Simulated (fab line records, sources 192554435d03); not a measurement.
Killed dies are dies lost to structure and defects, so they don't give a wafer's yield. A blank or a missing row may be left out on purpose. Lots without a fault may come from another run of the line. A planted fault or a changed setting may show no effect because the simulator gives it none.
fab line records | flow n5_finfet
record lots=4 wafers=12 last_day=16
route steps=1938 shown PMOS_HMC_CHANNEL_EPI@68 FIN_SAQP@90 BEOL_M4@1111 PASSIVATION@1936
lots that met no fault: from a run of the same line without faults
start_h: hours from the record's first day to the start of the lot's first wafer shown | wait_h: hours since the lot's step before | " the same as in the row above | L1.1+2: a row that stands for several wafers | - no value, or no start given | * or withheld: withheld | < > ~ a bound
route shown NAME@n: a module of which the file shows steps, and the number in the route of the first | usual: mean/standard deviation of fault-free wafers | same: alike in all rows | chamber/n: place in a boat | sites: the reading at each site | _std_site: their standard deviation | _edge_site: outer sites' mean less inner sites' | radius_mm: how far each site lies from the wafer's centre | mask NAME#n: copy n | behind: the tool/chamber that last shaped the wafer | hold: why the lot was held/for how many hours/how that ended | device: the transistor (n, p or np) that didn't switch | end of line: the same wafers' tests at the end of the route | a step without rows: its recipe alone | killed: dies lost to structure and defects at the first sort, not the wafer's yield | map: a wafer's dies, x killed, . not, _ none there
set.NAME: the setting as run; set.NAME@STEP: as run at that earlier step | model.NAME: the simulator's own value behind a step, which no gauge read
lots at some steps of the route; a table a step, a row a wafer
## steps
# step N5_PMOS_HMC_CHANNEL_EPI_DESCUM_14
# recipe chemistry=O2 time_s=7.9 source_power_w=50 bias_power_w=20 pressure_mtorr=20 rf_frequency_hz=2.712e+07 temp_c=40 resist=CAR-ArF-block o2_flow_sccm=225
# step N5_PMOS_HMC_CHANNEL_EPI_ETCH_32
# recipe chemistry=N2/H2 target=BARC stop_on=SiO2 target_depth_a=858 over_etch_frac=0.3 time_s=50.3 ion_energy_ev=200 mask_material=CAR-ArF-block pressure_mtorr=30 source_w=840 bias_w=150 n2_flow_sccm=200 h2_flow_sccm=200
# step N5_PMOS_HMC_CHANNEL_EPI_HM_OPEN_15
# recipe chemistry=CHF3/O2 target=SiO2 mask_material=CAR-ArF-block target_depth_a=406 CHF3_flow_sccm=50 O2_flow_sccm=5 Ar_flow_sccm=200 time_s=20.3 pressure_mtorr=30 source_w=650 bias_w=170 ion_energy_ev=200
# step N5_PMOS_HMC_CHANNEL_EPI_STRIP_33
# recipe chemistry=N2/H2 power_w=500 temp_c=40 pressure_mtorr=50 rf_frequency_hz=6e+07 overash_fraction=0.3 bias_power_w=8 h2_frac=0.5 n2_flow_sccm=300 h2_flow_sccm=300
# step N5_PMOS_HMC_CHANNEL_EPI_STRIP_17
# recipe chemistry=SPM time_s=750 temp_c=130 h2so4_h2o2_vol_ratio=4 dry=ipa_marangoni
# step N5_PMOS_HMC_CHANNEL_EPI_ETCH_38
# recipe chemistry=CF4 target=SiO2 target_depth_a=15 ion_energy_ev=350 pressure_mtorr=10 icp_w=800 bias_w=400 cf4_flow_sccm=80
# step N5_PMOS_HMC_CHANNEL_EPI_FIN_RECESS_16
# recipe chemistry=HBr/Cl2 target=Si mask_material=SiO2 target_depth_a=540 time_s=18 pressure_mtorr=10 icp_w=800 bias_w=75 HBr_flow_sccm=150 Cl2_flow_sccm=80
# step N5_PMOS_HMC_CHANNEL_EPI_PRECLEAN_36
# recipe chemistry=O3/DIW time_s=45 temp_c=22 o3_ppm=10
# step N5_PMOS_HMC_CHANNEL_EPI_PRECLEAN_18
# recipe chemistry=DHF time_s=30 temp_c=25 dilution=withheld
# step N5_PMOS_HMC_CHANNEL_EPI_SRD_19
# recipe dry=ipa_marangoni do_ppb=5 time_s=30 temp_c=23 rinse_liquid=diw
# step N5_PMOS_HMC_CHANNEL_EPI_EPI_20
# recipe material=SiGe30 mask_material=SiO2 pressure_torr=20 target_thk_a=590 temp_c=600
# columns lot.wafer tool chamber start_h wait_h
L461.3+4+6 epi_rpcvd-01 0 24.89 0.6
L462.1+5+6 epi_rpcvd-01 0 29.78 0.0
L473.3+4+6 epi_rpcvd-01 0 96.57 0.6
L474.1+3+6 epi_rpcvd-01 0 102.37 0.0
# step N5_PMOS_HMC_CHANNEL_EPI_HM_STRIP_35
# recipe chemistry=dHF temp_c=25 material=SiO2 target=SiO2 target_depth_a=396 time_s=216
# step N5_PMOS_HMC_CHANNEL_EPI_SRD_39
# recipe dry=ipa_marangoni time_s=30 temp_c=23 rinse_liquid=diw
# step N5_PMOS_HMC_CHANNEL_EPI_CMP_21
# recipe material=SiGe30 post_cmp_clean=alkaline_brush target_thk_nm=54
# step N5_PMOS_HMC_CHANNEL_EPI_PRECLEAN_40
# recipe chemistry=DHF time_s=30 temp_c=25 dilution=withheld
# step N5_PMOS_HMC_CHANNEL_EPI_PRECLEAN_37
# recipe chemistry=O3/DIW time_s=45 temp_c=22 o3_ppm=10
# step N5_PMOS_HMC_CHANNEL_EPI_PRECLEAN_24
# recipe chemistry=DHF time_s=30 temp_c=25 dilution=withheld
# step N5_PMOS_HMC_CHANNEL_EPI_SRD_25
# recipe dry=ipa_marangoni do_ppb=5 time_s=30 temp_c=23 rinse_liquid=diw
# step N5_PMOS_HMC_CHANNEL_EPI_EPI_26
# recipe material=Si target_thk_a=38 temp_c=650 precursor=SiH4/H2 pressure_torr=20 time_s=22.7
# step N5_FIN_SAQP_PRECLEAN_42
# recipe chemistry=O3/DIW time_s=60 temp_c=22 o3_ppm=10
# step N5_FIN_SAQP_PRECLEAN_00
# recipe chemistry=SC1 time_s=60 temp_c=55 mix=1:2:50
# step N5_FIN_SAQP_PRECLEAN_44
# recipe chemistry=SC2 time_s=45 temp_c=35 mix=1:1:50
# step N5_FIN_SAQP_SRD_01
# recipe dry=ipa_marangoni time_s=30 temp_c=23 rinse_liquid=diw
# step N5_FIN_SAQP_ALD_61
# recipe material=SiO2 target_thk_a=40 temp_c=300 ald_precursor_family=BDEAS ald_co_reactant=O2-plasma pulse_time_s=1 purge_time_s=2 co_reactant_purge_time_s=2 ald_cycles=43 pressure_torr=2
# step N5_FIN_SAQP_DENSIFY_62
# recipe temp_c=700 time_s=60 ambient=N2 idle_temp_c=600 ramp_up_c_per_s=150 ramp_down_c_per_s=60 cool_to_c=600
# step N5_FIN_SAQP_HM_DEP_03
# recipe material=SiNx target_thk_a=380 temp_c=400 precursor=SiH4/NH3/N2 pressure_torr=1.5 rf_w=300 time_s=33.6
# step N5_FIN_SAQP_PECVD_47
# recipe material=a-Si target_thk_a=450 temp_c=400 precursor=SiH4/He pressure_torr=3 rf_w=100 time_s=36.3
# step N5_FIN_SAQP_PECVD_48
# recipe material=SiNx target_thk_a=250 temp_c=400 precursor=SiH4/NH3/N2 pressure_torr=1.5 rf_w=300 time_s=22.1
# step N5_FIN_SAQP_PECVD_06
# recipe material=a-Si target_thk_a=600 temp_c=400 precursor=SiH4/He pressure_torr=3 rf_w=100 time_s=48.1
# step N5_FIN_SAQP_HM_DEP_72
# recipe material=SiO2 target_thk_a=120 temp_c=400 precursor=SiH4/N2O pressure_torr=0.75 rf_w=275 time_s=7.2
# step N5_FIN_SAQP_COAT_49
# recipe resist=SOC temp_c=250 time_s=60 spin_rpm=1500 resist_thk_nm=100
# step N5_FIN_SAQP_COAT_50
# recipe resist=SiARC temp_c=220 time_s=60 spin_rpm=1500 resist_thk_nm=35
# step N5_FIN_SAQP_COAT_10
# recipe resist=CAR-ArF spin_rpm=1500 resist_thk_nm=90
# step N5_FIN_SAQP_EBR_12
# recipe solvent=PGMEA ebr_width_mm=1.5
# step N5_FIN_SAQP_SOFTBAKE_11
# recipe temp_c=110 time_s=60 resist=CAR-ArF
# step N5_BEOL_M4_RC_MEAS_101
# usual DIBL_N=35.9/1.3 DIBL_P=36.3/1.5 IOFF_N=0.153/0.023 IOFF_P=0.208/0.028 IOFF_P_85C=3.6/0.41 IOFF_P_LIN=0.099/0.011 IOFF_P_LONG=0.000105/8.5e-06 ION_N=672/9.7 ION_P=462/6.6 SS_N=71.5/0.53 SS_P=73.3/0.59 VT_N=250.4/2.7 VT_P=-250.5/3 VT_P_LONG=-275.5/2.8 VT_P_LVT=-99/3.1
# columns lot.wafer tool chamber start_h wait_h DIBL_N[mV/V] DIBL_P[mV/V] IOFF_N[nA/um] IOFF_P[nA/um] IOFF_P_85C[nA/um] IOFF_P_LIN[nA/um] IOFF_P_LONG[nA/um] ION_N[uA/um] ION_P[uA/um] SS_N[mV/dec] SS_P[mV/dec] VT_N[mV] VT_P[mV] VT_P_LONG[mV] VT_P_LVT[mV]
L461.3 prober-01 0 184.27 0.3 35.6 35.2 0.147 0.181 3.2 0.085 9.3e-05 671 457 70.9 73.0 252.3 -252.3 -278.3 -101
L461.4 " 0 " " 36.5 36.6 0.162 0.203 3.6 0.093 9.3e-05 681 468 71.7 74.2 249.1 -250.9 -278.8 -100
L461.6 " 0 " " 37.0 37.0 0.182 0.213 3.7 0.096 9.1e-05 678 459 72.2 73.9 250.1 -252.9 -280.4 -99
L462.1 prober-02 0 193.95 0.0 33.0 34.8 0.126 0.177 3.2 0.088 0.000111 661 457 71.0 72.7 252.8 -253.0 -274.8 -100
L462.5 " 0 " " 32.1 33.9 0.117 0.175 3.1 0.088 0.00011 657 457 71.2 72.4 253.0 -250.2 -274.9 -100
L462.6 " 0 " " 34.4 37.3 0.152 0.218 3.7 0.101 0.000111 677 461 72.0 73.5 248.1 -248.3 -273.6 -98
L474.1 prober-02 0 268.47 0.0 36.7 37.6 0.191 0.366 5.8 0.171 0.000156 675 489 72.1 73.3 244.6 -233.3 -260.0 -84
L474.3 " 0 " " 36.0 35.9 0.167 0.315 5.1 0.153 0.000158 677 484 72.0 72.4 249.2 -238.0 -262.0 -87
L474.6 " 0 " " 35.8 36.0 0.155 0.318 5.2 0.156 0.00016 663 476 71.7 72.8 249.6 -239.6 -261.1 -86
L473.3 prober-02 0 275.10 0.3 35.8 36.0 0.141 0.276 4.7 0.132 0.000136 665 477 72.2 73.1 250.4 -240.2 -266.8 -92
L473.4 " 0 " " 36.5 36.5 0.147 0.284 4.8 0.134 0.000134 666 476 71.8 73.7 251.5 -242.9 -266.1 -91
L473.6 " 0 " " 37.0 36.8 0.146 0.283 4.8 0.132 0.00013 671 478 71.6 72.6 252.6 -242.1 -266.7 -91
# step N5_PASSIVATION_PROBE_49
# usual defect_limited_yield=91.1/1.5 killed_at_M0_to_M3=35/9.5 killed_at_M4_up=13/5.2 killed_at_contacts=12/6.1 killed_at_front_end=41/14 killed_at_other=3.8/2.9 killed_dies=105/17 killed_open=70/13 killed_short=33/8.4 sort_bin_5_function=5.1/0.97 sort_bin_6_memory=3.4/0.69 sort_n_pass=1075/17 sort_yield_pct=91.1/1.5
# same gross_dies=1180 killed_at_back_side=0 sort_bin_4_leakage[%]=0 sort_bin_8_speed[%]=0
# columns lot.wafer tool chamber start_h wait_h defect_limited_yield[%] killed_at_M0_to_M3 killed_at_M4_up killed_at_contacts killed_at_front_end killed_at_other killed_dies killed_open killed_short sort_bin_5_function[%] sort_bin_6_memory[%] sort_n_pass sort_yield_pct[%]
L473.3 prober-01 - 374.07 0.1 89.1 32 11 19 63 4 129 82 41 6.7 3.7 1051 89.1
L473.4 prober-01 - 374.12 0.2 90.3 33 8 9 55 9 114 73 40 5.3 4.0 1066 90.3
L473.6 prober-01 - 374.22 0.3 88.5 39 17 19 58 3 136 80 51 6.3 4.8 1044 88.5
# killed by level:class
L473.3 MOL_CONTACT_COAG:geometric_particle:open=17 STI_FIN_REVEAL:geometric_particle:open=14 BEOL_M3:geometric_particle:open=10 GATE_CUT:geometric_particle:open=8 FIN_SAQP:geometric_particle:short=7 GATE_CUT:geometric_particle:short=7 DUMMY_GATE:geometric_particle:open=5 ILD0:geometric_particle:short=5
L473.4 STI_FIN_REVEAL:geometric_particle:open=10 GATE_CUT:geometric_particle:short=10 FIN_SAQP:geometric_particle:open=8 MOL_CONTACT_COAG:geometric_particle:open=8 BEOL_M3:geometric_particle:short=8 BEOL_M3:geometric_particle:open=7 FIN_SAQP:geometric_particle:short=6 GATE_CUT:geometric_particle:open=6
L473.6 MOL_CONTACT_COAG:geometric_particle:open=17 BEOL_M3:geometric_particle:open=10 STI_FIN_REVEAL:geometric_particle:open=9 BEOL_M3:geometric_particle:short=9 FIN_SAQP:geometric_particle:short=8 GATE_CUT:geometric_particle:short=6 FIN_SAQP:geometric_particle:open=5 STARTING-WAFER:geometric_particle:short=5
## key
first_sign step=N5_BEOL_M4_RC_MEAS_101 reading=IOFF_P_LONG direction=up sigmas=4.7 usual=0.000105 struck=0.000146
effect step=N5_BEOL_M4_RC_MEAS_101 reading=IOFF_P_LIN direction=up sigmas=4.3 usual=0.099 struck=0.146
effect step=N5_BEOL_M4_RC_MEAS_101 reading=VT_P_LONG direction=up sigmas=4.2 usual=-275.5 struck=-263.8
effect step=N5_BEOL_M4_RC_MEAS_101 reading=VT_P direction=up sigmas=3.8 usual=-250.5 struck=-239.3
effect step=N5_BEOL_M4_RC_MEAS_101 reading=IOFF_P direction=up sigmas=3.5 usual=0.208 struck=0.307
effect step=N5_BEOL_M4_RC_MEAS_101 reading=IOFF_P_85C direction=up sigmas=3.5 usual=3.6 struck=5.1
effect step=N5_BEOL_M4_RC_MEAS_101 reading=VT_P_LVT direction=up sigmas=3.4 usual=-99 struck=-88
effect step=N5_BEOL_M4_RC_MEAS_101 reading=ION_P direction=up sigmas=2.7 usual=462 struck=480
met_at N5_PMOS_HMC_CHANNEL_EPI_EPI_20
struck_wafers L473.3,L473.4,L473.6,L474.1,L474.3,L474.6
onset_between 29.78 96.57
also_fits time
fault kind=process_parameter_drift tool=epi_rpcvd-01 chamber=- onset_h=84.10 steps=N5_PMOS_HMC_CHANNEL_EPI_EPI_20 channel=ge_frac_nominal offset=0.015 shape=step end_h=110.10 stated=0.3
